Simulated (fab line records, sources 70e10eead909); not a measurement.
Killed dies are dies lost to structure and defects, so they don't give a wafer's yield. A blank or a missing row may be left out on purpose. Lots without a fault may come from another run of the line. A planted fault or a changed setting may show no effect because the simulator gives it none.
Chamber matching | flow nand_harc | NHARC_A_STAIRCASE_DESCUM_270 on rie_diel-04: 4 sister chambers
The step chemistry O2, time 3 s. 8 wafers are shown with their chamber, then 9 later ones without.

WAFERS WITH THEIR CHAMBER
wafer  | chamber | drypump_motor_current_A (A) | rf_vpp_V (V)
L079.6 | 2       | 6.1                         | 57.3
L085.4 | 2       | 6.0                         | 56.3
L087.1 | 1       | 4.9                         | 57.5
L089.3 | 1       | 4.9                         | 58.6
L089.6 | 0       | 5.4                         | 57.9
L094.1 | 3       | 5.5                         | 58.6
L094.5 | 0       | 5.4                         | 57.8
L094.6 | 3       | 5.4                         | 57.6

WAFERS WITHOUT THEIR CHAMBER
wafer  | drypump_motor_current_A (A) | rf_vpp_V (V)
L095.1 | 5.4                         | 57.2
L095.4 | 5.5                         | 59.1
L095.6 | 6.0                         | 56.5
L096.1 | 6.0                         | 56.0
L096.5 | 4.9                         | 57.7
L096.6 | 6.0                         | 56.5
L097.2 | 4.8                         | 58.3
L097.4 | 6.0                         | 56.9
L097.6 | 4.8                         | 56.2

WHICH CHAMBER EACH WENT THROUGH
wafer  | from the rows above     | in truth
L095.1 | can't be placed: 0 or 3 | 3
L095.4 | can't be placed: 3 or 0 | 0
L095.6 | 2                       | 2
L096.1 | 2                       | 2
L096.5 | 1                       | 1
L096.6 | 2                       | 2
L097.2 | 1                       | 1
L097.4 | 2                       | 2
L097.6 | 1                       | 1
Placed correctly: 7 of 9. Can't be placed from these rows: 2 (the true chamber is among the candidates in 2). Placed wrongly: 0.
How it was worked out, from the rows above alone: a wafer's distance from a chamber is the root of the sum, over the readings, of the square of ((its reading less the chamber's mean) divided by the reading's scatter). The wafer belongs to the nearest chamber; if the next one is less than 2 further off, it can't be placed. A chamber's mean is the mean of its shown wafers. The scatter: the root of (the sum of the squares of (reading less its chamber's mean) over the shown wafers, divided by (wafers less chambers)).
